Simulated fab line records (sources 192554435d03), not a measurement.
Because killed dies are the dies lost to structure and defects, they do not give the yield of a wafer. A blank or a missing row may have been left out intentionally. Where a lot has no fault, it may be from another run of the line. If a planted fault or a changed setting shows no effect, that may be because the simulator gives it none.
fab line records | flow n5Finfet | part 2 of 2: steps 23 to 29 of 29
[record] lots = 5 | wafers = 15 | lastDay = 17
route steps=1938 shown SD_EPI_N@289 SD_EPI_P@295
lots that met no fault: from a run of the same line without faults
startH: start of the lot's first displayed wafer, in hours after the record's first day | waitH: hours since the lot's step before | " identical to the entry in the row above | L1.1+2: one row covering several wafers at once | - no value, or no start was given | * or withheld: withheld | < > ~ a bound
route shown NAME@n: NAME is a module with steps in the file, n the number in the route of the first one | usual: average and standard deviation across the fault-free wafers | same: alike in all rows | chamber/n: place in a boat | sites: readings site by site | _std_site: how widely they spread, as a standard deviation | _edge_site: inner sites' mean taken away from outer sites' mean | radiusMm: how far each site lies from the wafer's centre | mask NAME#n: copy n | behind: tool/chamber where the wafer was last shaped | hold: reason for holding the lot/hours on hold/outcome of the hold | device: transistor that didn't switch, given as n, p or np | end of line: the route-end tests of the same wafers | a step without rows: its recipe alone | killed: dies lost to structure and defects at the first sort, not the wafer's yield | map: the dies of a wafer, with x for killed, . for not killed, _ for no die there
set.NAME: setting as actually run; set.NAME@STEP: the setting as run at that earlier step | model.NAME: the simulator's own value behind a step, which no gauge read
lots seen at some steps along the route; tables by step, rows by wafer
services: when a tool's chamber went out of use (startH, in hours from the record's first day, below 0 if earlier), for how many hours, and the reason
[[steps]]
[step N5_SD_EPI_P_ETCH_47]
[recipe] chemistry = CH3F/O2 | target = SiOCN | targetDepthA = 250 | maskMaterial = SOC | ionEnergyEv = 60 | biasW = 29 | pressureMtorr = 30 | sourceW = 410 | Ar_flow_sccm = 150 | CH3F_flow_sccm = 30 | O2_flow_sccm = 20
[usual] drypumpMotorCurrentA = 5.5/0.44 | oesProductAu = 0.77/0.071 | rfFwdPowerW = 408.2/1.3 | rfVppV = 127.1/1.5 | showerheadPlenumPTorr = 2.00/0.063 | throttleValvePct = 16.38/0.2
lot.wafer | tool       | chamber | startH | waitH | drypumpMotorCurrentA | oesProductAu | rfFwdPowerW | rfHoursCounterH | rfVppV | showerheadPlenumPTorr | throttleValvePct
L075.3    | rieDiel-05 | 1       | 60.19  | 0.1   | 5.6                  | 0.73         | 408.3       | 213             | 128.1  | 1.90                  | 16.68
L075.5    | "          | 0       | "      | "     | 5.3                  | 0.81         | 408.7       | -               | 127.5  | 2.02                  | 16.10
L075.6    | "          | 3       | "      | "     | 5.4                  | 0.77         | 411.2       | -               | 129.7  | 2.10                  | 16.25
L083.3    | rieDiel-05 | 0       | 108.07 | 0.1   | 5.3                  | 0.78         | 408.4       | 136             | 126.5  | 2.01                  | 16.13
L083.4    | "          | 3       | "      | "     | 5.4                  | 0.75         | 407.7       | 148             | 127.8  | 2.09                  | 16.28
L083.5    | "          | 0       | "      | "     | 5.3                  | 0.78         | 407.7       | -               | 124.5  | 2.01                  | 16.11
L086.2    | rieDiel-05 | 2       | 126.03 | 0.1   | 6.0                  | 0.69         | 407.7       | 220             | 127.5  | 1.98                  | 16.61
L086.5    | "          | 2       | "      | "     | 6.0                  | 0.70         | 407.0       | -               | 127.7  | 1.98                  | 16.61
L086.6    | "          | 1       | "      | "     | 5.6                  | 0.70         | 408.6       | -               | 127.5  | 1.89                  | 16.71
L092.2    | rieDiel-03 | 3       | 160.80 | 0.1   | 5.1                  | 0.85         | 407.6       | 85              | 126.4  | 2.02                  | 16.18
L092.4    | "          | 1       | "      | "     | 5.2                  | 0.71         | 405.3       | 194             | 128.0  | 2.07                  | 16.39
L092.5    | "          | 0       | "      | "     | 5.4                  | 0.72         | 409.3       | -               | 130.9  | 2.07                  | 16.32
L095.1    | rieDiel-05 | 2       | 181.05 | 0.1   | 6.0                  | 0.69         | 409.3       | 237             | 126.9  | 1.97                  | 16.64
L095.4    | "          | 3       | "      | "     | 5.4                  | 0.74         | 408.2       | 170             | 127.9  | 2.08                  | 16.31
L095.5    | "          | 1       | "      | "     | 5.6                  | 0.70         | 407.9       | -               | 129.5  | 1.89                  | 16.72
[step N5_SD_EPI_P_ETCH_16]
[recipe] chemistry = CHF3/O2 | target = SiO2 | targetDepthA = 50 | maskMaterial = SOC | pressureMtorr = 30 | sourceW = 650 | biasW = 170 | Ar_flow_sccm = 200 | CHF3_flow_sccm = 50 | O2_flow_sccm = 5 | ionEnergyEv = 200
[usual] drypumpMotorCurrentA = 5.5/0.44 | oesProductAu = 0.77/0.07 | rfFwdPowerW = 642.7/2.7 | rfVppV = 523/5.5 | showerheadPlenumPTorr = 2.41/0.074 | throttleValvePct = 18.95/0.2
lot.wafer | tool       | chamber | startH | waitH | drypumpMotorCurrentA | oesProductAu | rfFwdPowerW | rfHoursCounterH | rfVppV | showerheadPlenumPTorr | throttleValvePct
L075.3    | rieDiel-05 | 1       | 60.29  | 0.1   | 5.6                  | 0.72         | 640.7       | 213             | 523    | 2.29                  | 19.25
L075.5    | "          | 0       | "      | "     | 5.3                  | 0.79         | 641.5       | -               | 517    | 2.43                  | 18.68
L075.6    | "          | 3       | "      | "     | 5.4                  | 0.77         | 644.0       | -               | 523    | 2.52                  | 18.83
L083.3    | rieDiel-05 | 0       | 108.17 | 0.1   | 5.3                  | 0.78         | 640.6       | 136             | 517    | 2.43                  | 18.70
L083.4    | "          | 3       | "      | "     | 5.4                  | 0.76         | 642.2       | 148             | 524    | 2.52                  | 18.85
L083.5    | "          | 0       | "      | "     | 5.3                  | 0.79         | 642.3       | -               | 518    | 2.43                  | 18.72
L086.2    | rieDiel-05 | 2       | 126.13 | 0.1   | 6.0                  | 0.69         | 642.4       | 220             | 523    | 2.38                  | 19.18
L086.5    | "          | 2       | "      | "     | 6.0                  | 0.70         | 640.4       | -               | 522    | 2.38                  | 19.19
L086.6    | "          | 1       | "      | "     | 5.6                  | 0.70         | 643.8       | -               | 523    | 2.28                  | 19.27
L092.2    | rieDiel-03 | 3       | 160.90 | 0.1   | 5.1                  | 0.84         | 641.4       | 85              | 516    | 2.44                  | 18.79
L092.4    | "          | 1       | "      | "     | 5.2                  | 0.71         | 639.1       | 194             | 520    | 2.49                  | 18.92
L092.5    | "          | 0       | "      | "     | 5.3                  | 0.71         | 646.7       | -               | 532    | 2.49                  | 18.87
L095.1    | rieDiel-05 | 2       | 181.15 | 0.1   | 6.0                  | 0.69         | 639.1       | 237             | 522    | 2.38                  | 19.21
L095.4    | "          | 3       | "      | "     | 5.4                  | 0.74         | 640.1       | 170             | 523    | 2.51                  | 18.89
L095.5    | "          | 1       | "      | "     | 5.6                  | 0.70         | 645.1       | -               | 523    | 2.28                  | 19.31
[step N5_SD_EPI_P_STRIP_50]
[recipe] chemistry = CHF3/O2 | resist = SiARC | rfFrequencyHz = 6e+07
lot.wafer  | tool       | chamber | startH | waitH
L075.3+5+6 | rieDiel-05 | 1,0,3   | 60.33  | 0.0
L083.3+4+5 | rieDiel-05 | 0,3,0   | 108.21 | 0.0
L086.2+5+6 | rieDiel-05 | 2,2,1   | 126.17 | 0.0
L092.2+4+5 | rieDiel-03 | 3,1,0   | 160.94 | 0.0
L095.1+4+5 | rieDiel-05 | 2,3,1   | 181.19 | 0.0
[step N5_SD_EPI_P_SD_RECESS_17]
[recipe] chemistry = HBr/Cl2/O2 | targetDepthA = 391 | btTimeS = 3 | pressureMtorr = 10 | icpW = 800 | biasW = 112 | HBr_flow_sccm = 150 | Cl2_flow_sccm = 80 | O2_flow_sccm = 12
[usual] HBr_flow_sccm = 150.0/0.44 | drypumpMotorCurrentA = 5.5/0.57 | oesProductAu = 0.997/0.015 | rfFwdPowerW = 794.7/2.8 | throttleValvePct = 36.89/0.17
lot.wafer | tool     | chamber | startH | waitH | HBr_flow_sccm | drypumpMotorCurrentA | oesProductAu | rfFwdPowerW | rfHoursCounterH | throttleValvePct
L075.3    | rieSi-06 | 1       | 60.36  | 0.0   | 150.3         | 5.3                  | 0.967        | 791.7       | 75              | 37.14
L075.5    | "        | 2       | "      | "     | 150.0         | 5.8                  | 1.022        | 792.8       | -               | 36.90
L075.6    | "        | 3       | "      | "     | 150.8         | 5.7                  | 0.990        | 791.7       | -               | 36.90
L083.3    | rieSi-05 | 0       | 108.27 | 0.1   | 150.1         | 5.0                  | 1.013        | 792.6       | -               | 37.18
L083.4    | "        | 2       | "      | "     | 150.4         | 6.0                  | 1.020        | 798.3       | -               | 37.26
L083.5    | "        | 2       | "      | "     | 150.5         | 6.0                  | 1.016        | 794.7       | -               | 37.23
L086.2    | rieSi-02 | 3       | 126.20 | 0.0   | 151.0         | 4.9                  | 0.970        | 788.5       | 41              | 36.67
L086.5    | "        | 3       | "      | "     | 150.2         | 4.9                  | 0.970        | 793.1       | -               | 36.69
L086.6    | "        | 2       | "      | "     | 150.1         | 6.4                  | 1.000        | 790.2       | -               | 36.73
L092.2    | rieSi-02 | 0       | 160.97 | 0.0   | 149.8         | 4.9                  | 0.990        | 798.1       | 2               | 36.84
L092.4    | "        | 2       | "      | "     | 150.4         | 6.4                  | 1.002        | 801.0       | 3               | 36.71
L092.5    | "        | 0       | "      | "     | 150.3         | 4.9                  | 0.998        | 799.6       | -               | 36.83
L095.1    | rieSi-02 | 2       | 181.22 | 0.0   | 150.6         | 6.4                  | 1.009        | 798.8       | 3               | 36.73
L095.4    | "        | 0       | "      | "     | 150.3         | 4.9                  | 0.996        | 795.4       | 3               | 36.84
L095.5    | "        | 3       | "      | "     | 150.3         | 4.9                  | 0.974        | 793.7       | -               | 36.68
[step N5_SD_EPI_P_WET_ETCH_45]
[recipe] chemistry = dHF | dilution = withheld | timeS = 10.7 | target = SiO2 | targetDepthA = 20 | tempC = 25 | dry = ipaMarangoni | rinseTimeS = 30 | rinseTempC = 23
[usual] tempC = 25.01/0.11
lot.wafer | tool        | chamber | startH | waitH | tempC
L075.3    | wetBench-04 | 3       | 60.46  | 0.1   | 24.97
L075.5    | "           | 2       | "      | "     | 25.34
L075.6    | "           | 1       | "      | "     | 24.96
L083.3    | wetBench-01 | 1       | 108.37 | 0.1   | 24.94
L083.4    | "           | 0       | "      | "     | 24.94
L083.5    | "           | 7       | "      | "     | 25.01
L086.2    | wetBench-04 | 4       | 126.30 | 0.1   | 25.16
L086.5    | "           | 3       | "      | "     | 25.04
L086.6    | "           | 0       | "      | "     | 24.91
L092.2    | wetBench-01 | 0       | 161.06 | 0.1   | 24.87
L092.4    | "           | 5       | "      | "     | 25.03
L092.5    | "           | 7       | "      | "     | 24.97
L095.1    | wetBench-04 | 4       | 181.32 | 0.1   | 24.95
L095.4    | "           | 5       | "      | "     | 25.10
L095.5    | "           | 1       | "      | "     | 24.99
[step N5_SD_EPI_P_STRIP_40]
[recipe] chemistry = N2/H2 | powerW = 1000 | tempC = 250 | h2Frac = 0.65 | overashFraction = 0.3 | pressureMtorr = withheld | n2FlowSccm = 1750 | h2FlowSccm = 3250
[usual] drypumpMotorCurrentA = 5.94/0.16 | h2FlowSccm = 3251/10 | heaterPowerW = 308/24 | oesProductAu = 0.761/0.011 | tempC = 249.98/0.21
lot.wafer | tool           | chamber | startH | waitH | drypumpMotorCurrentA | h2FlowSccm | heaterPowerW | oesProductAu | rfHoursCounterH | tempC
L075.3    | plasmaAsher-02 | 0       | 60.53  | 0.0   | 6.12                 | 3259       | 331          | 0.760        | -               | 250.12
L075.5    | "              | 1       | "      | "     | 5.94                 | 3251       | 277          | 0.777        | -               | 250.22
L075.6    | "              | 0       | "      | "     | 6.09                 | 3250       | 324          | 0.782        | -               | 249.94
L083.3    | plasmaAsher-02 | 0       | 108.44 | 0.0   | 6.04                 | 3245       | 324          | 0.751        | -               | 249.73
L083.4    | "              | 1       | "      | "     | 5.92                 | 3252       | 280          | 0.759        | -               | 250.04
L083.5    | "              | 0       | "      | "     | 6.09                 | 3242       | 322          | 0.757        | -               | 249.49
L086.2    | plasmaAsher-02 | 1       | 126.35 | 0.0   | 5.93                 | 3247       | 282          | 0.769        | 98              | 249.93
L086.5    | "              | 0       | "      | "     | 6.13                 | 3237       | 328          | 0.770        | -               | 249.82
L086.6    | "              | 1       | "      | "     | 5.91                 | 3238       | 279          | 0.745        | -               | 249.73
L092.2    | plasmaAsher-02 | 0       | 161.11 | 0.0   | 6.12                 | 3261       | 321          | 0.750        | 105             | 249.95
L092.4    | "              | 1       | "      | "     | 5.88                 | 3254       | 276          | 0.755        | -               | 250.44
L092.5    | "              | 1       | "      | "     | 5.90                 | 3234       | 280          | 0.759        | -               | 250.00
L095.1    | plasmaAsher-01 | 1       | 181.37 | 0.0   | 5.97                 | 3235       | 309          | 0.763        | 56              | 250.03
L095.4    | "              | 1       | "      | "     | 5.95                 | 3246       | 303          | 0.766        | -               | 250.01
L095.5    | "              | 0       | "      | "     | 5.62                 | 3235       | 336          | 0.753        | -               | 250.32
[step N5_SD_EPI_P_PRECLEAN_52]
[recipe] chemistry = O3/DIW | timeS = 60 | tempC = 22 | o3Ppm = 10
[usual] bathHeatDutyPct = 2.4/0.47 | tempC = 22.00/0.095
lot.wafer | tool        | chamber | startH | waitH | bathHeatDutyPct | tempC
L075.3    | wetBench-01 | 3       | 60.59  | -     | 2.2             | 21.87
L075.5    | "           | 4       | "      | "     | 1.6             | 22.10
L075.6    | "           | 1       | "      | "     | 2.7             | 22.13
L083.3    | wetBench-03 | 0       | 108.50 | -     | 2.3             | 22.02
L083.4    | "           | 2       | "      | "     | 1.9             | 21.96
L083.5    | "           | 7       | "      | "     | 3.2             | 22.15
L086.2    | wetBench-04 | 3       | 126.43 | -     | 2.5             | 22.09
L086.5    | "           | 6       | "      | "     | 1.9             | 21.96
L086.6    | "           | 2       | "      | "     | 2.2             | 22.02
L092.2    | wetBench-03 | 3       | 161.20 | -     | 2.8             | 21.93
L092.4    | "           | 7       | "      | "     | 2.7             | 21.97
L092.5    | "           | 1       | "      | "     | 2.3             | 21.98
L095.1    | wetBench-04 | 6       | 181.45 | -     | 3.2             | 21.95
L095.4    | "           | 5       | "      | "     | 2.9             | 22.03
L095.5    | "           | 3       | "      | "     | 2.1             | 22.05
[[services]]
tool            | chamber | startH | hours | kind
arfiScanner-03  | -       | 35.78  | 0.2   | repair
aldSin-01       | 0       | 36.43  | 8.6   | repair
arfiScanner-03  | -       | 36.51  | 0.9   | repair
arfiScanner-02  | -       | 42.15  | 2.4   | repair
rieDiel-05      | 0       | 43.68  | 8.0   | repair
arfiScanner-03  | -       | 44.24  | 1.0   | pm
rieDiel-05      | 2       | 47.42  | 1.8   | repair
aldSin-04       | 0       | 48.96  | 4.1   | repair
arfiScanner-01  | -       | 54.53  | 1.3   | pm
rieSi-02        | -       | 54.60  | 2.8   | pm
rieDiel-05      | 2       | 65.70  | 3.1   | repair
arfiScanner-03  | -       | 69.68  | 1.3   | pm
remotePlasma-02 | -       | 70.78  | 0.3   | repair
arfiScanner-01  | -       | 78.55  | 1.0   | pm
plasmaAsher-02  | -       | 79.44  | 2.8   | pm
arfiScanner-03  | -       | 82.41  | 3.9   | pm
arfiScanner-01  | -       | 85.33  | 0.8   | pm
rieDiel-03      | -       | 95.11  | 2.8   | pm
arfiScanner-01  | -       | 99.74  | 17.3  | pm
arfiScanner-01  | -       | 139.56 | 1.0   | pm
wetBench-03     | -       | 147.93 | 2.3   | repair
arfiScanner-03  | -       | 159.00 | 1.0   | pm
arfiScanner-03  | -       | 171.15 | 0.8   | pm
arfiScanner-01  | -       | 180.03 | 1.3   | pm
